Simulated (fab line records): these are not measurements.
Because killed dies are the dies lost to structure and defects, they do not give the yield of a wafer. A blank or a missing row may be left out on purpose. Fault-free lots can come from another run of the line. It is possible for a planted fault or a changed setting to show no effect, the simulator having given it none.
Chamber matching || flow nand_harc || NHARC_THIN_TSV_ETCHBACK_48 on rie_diel-09: 4 sister chambers
The step etches the open film in C4F8/Ar, target depth 1028.5 nm, time 405.17 s. 14 wafers are shown with their chamber, then 7 later ones without.

== WAFERS PAIRED WITH THEIR CHAMBERS ==
{"wafer": "L075.1", "chamber": 1, "rf_vpp_V (V)": 543.0, "bias_w (W)": 300.5, "oes_product_au (a.u.)": 0.935}
{"wafer": "L075.2", "chamber": 0, "rf_vpp_V (V)": 551.0, "bias_w (W)": 299.0, "oes_product_au (a.u.)": 0.946}
{"wafer": "L075.5", "chamber": 3, "rf_vpp_V (V)": 544.8, "bias_w (W)": 301.1, "oes_product_au (a.u.)": 0.941}
{"wafer": "L077.2", "chamber": 2, "rf_vpp_V (V)": 552.2, "bias_w (W)": 300.7, "oes_product_au (a.u.)": 0.997}
{"wafer": "L077.3", "chamber": 3, "rf_vpp_V (V)": 545.4, "bias_w (W)": 301.1, "oes_product_au (a.u.)": 0.989}
{"wafer": "L077.5", "chamber": 1, "rf_vpp_V (V)": 544.2, "bias_w (W)": 299.9, "oes_product_au (a.u.)": 0.983}
{"wafer": "L079.1", "chamber": 0, "rf_vpp_V (V)": 549.9, "bias_w (W)": 300.2, "oes_product_au (a.u.)": 0.934}
{"wafer": "L079.5", "chamber": 0, "rf_vpp_V (V)": 550.8, "bias_w (W)": 299.0, "oes_product_au (a.u.)": 0.926}
{"wafer": "L079.6", "chamber": 2, "rf_vpp_V (V)": 552.0, "bias_w (W)": 301.8, "oes_product_au (a.u.)": 0.920}
{"wafer": "L081.2", "chamber": 2, "rf_vpp_V (V)": 550.5, "bias_w (W)": 299.2, "oes_product_au (a.u.)": 0.921}
{"wafer": "L081.3", "chamber": 1, "rf_vpp_V (V)": 544.4, "bias_w (W)": 299.2, "oes_product_au (a.u.)": 0.910}
{"wafer": "L081.4", "chamber": 2, "rf_vpp_V (V)": 553.4, "bias_w (W)": 299.1, "oes_product_au (a.u.)": 0.910}
{"wafer": "L094.1", "chamber": 0, "rf_vpp_V (V)": 551.5, "bias_w (W)": 299.7, "oes_product_au (a.u.)": 0.923}
{"wafer": "L094.4", "chamber": 3, "rf_vpp_V (V)": 545.4, "bias_w (W)": 301.1, "oes_product_au (a.u.)": 0.900}

SIGNATURES (means of the wafers above)
{"reading": "rf_vpp_V", "chamber 0": 550.800, "chamber 1": 543.867, "chamber 2": 552.025, "chamber 3": 545.200, "scatter within a chamber": 0.835}
{"reading": "bias_w", "chamber 0": 299.475, "chamber 1": 299.867, "chamber 2": 300.200, "chamber 3": 301.100, "scatter within a chamber": 0.83}
{"reading": "oes_product_au", "chamber 0": 0.93225, "chamber 1": 0.94267, "chamber 2": 0.93700, "chamber 3": 0.94333, "scatter within a chamber": 0.0345}
Rule: a wafer lies at a distance from a chamber equal to the root of the sum of squares, over the readings, of (its reading less the chamber's mean, divided by the reading's scatter). If the next closest chamber is less than 2 further off than the closest, the wafer can't be placed; otherwise it belongs to the closest. The scatter: take each reading less its chamber's mean, square it, sum over the shown wafers, divide by the number of wafers less the number of chambers, and take the root.

== WAFERS WITHOUT THEIR CHAMBER ==
{"wafer": "L094.5", "rf_vpp_V (V)": 542.7, "bias_w (W)": 301.2, "oes_product_au (a.u.)": 0.917}
{"wafer": "L096.1", "rf_vpp_V (V)": 548.1, "bias_w (W)": 299.4, "oes_product_au (a.u.)": 0.926}
{"wafer": "L096.3", "rf_vpp_V (V)": 549.3, "bias_w (W)": 300.1, "oes_product_au (a.u.)": 0.927}
{"wafer": "L096.4", "rf_vpp_V (V)": 542.1, "bias_w (W)": 299.5, "oes_product_au (a.u.)": 0.914}
{"wafer": "L097.1", "rf_vpp_V (V)": 549.5, "bias_w (W)": 301.1, "oes_product_au (a.u.)": 0.920}
{"wafer": "L097.2", "rf_vpp_V (V)": 543.4, "bias_w (W)": 299.3, "oes_product_au (a.u.)": 0.911}
{"wafer": "L097.5", "rf_vpp_V (V)": 552.0, "bias_w (W)": 299.7, "oes_product_au (a.u.)": 0.919}

== WHICH CHAMBER EACH WENT THROUGH ==
{"wafer": "L094.5", "from the rows above": "can't be placed: 1 or 3", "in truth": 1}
{"wafer": "L096.1", "from the rows above": "can't be placed: 0 or 3 or 2 or 1", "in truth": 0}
{"wafer": "L096.3", "from the rows above": "can't be placed: 0 or 2", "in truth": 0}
{"wafer": "L096.4", "from the rows above": "can't be placed: 1 or 3", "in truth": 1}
{"wafer": "L097.1", "from the rows above": "can't be placed: 0 or 2", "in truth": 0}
{"wafer": "L097.2", "from the rows above": "can't be placed: 1 or 3", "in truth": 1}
{"wafer": "L097.5", "from the rows above": "can't be placed: 2 or 0", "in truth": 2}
0 of 7 placed correctly. Cannot be placed on the basis of these rows: 7; the candidates contain the true chamber in 7. Placed wrongly: 0.
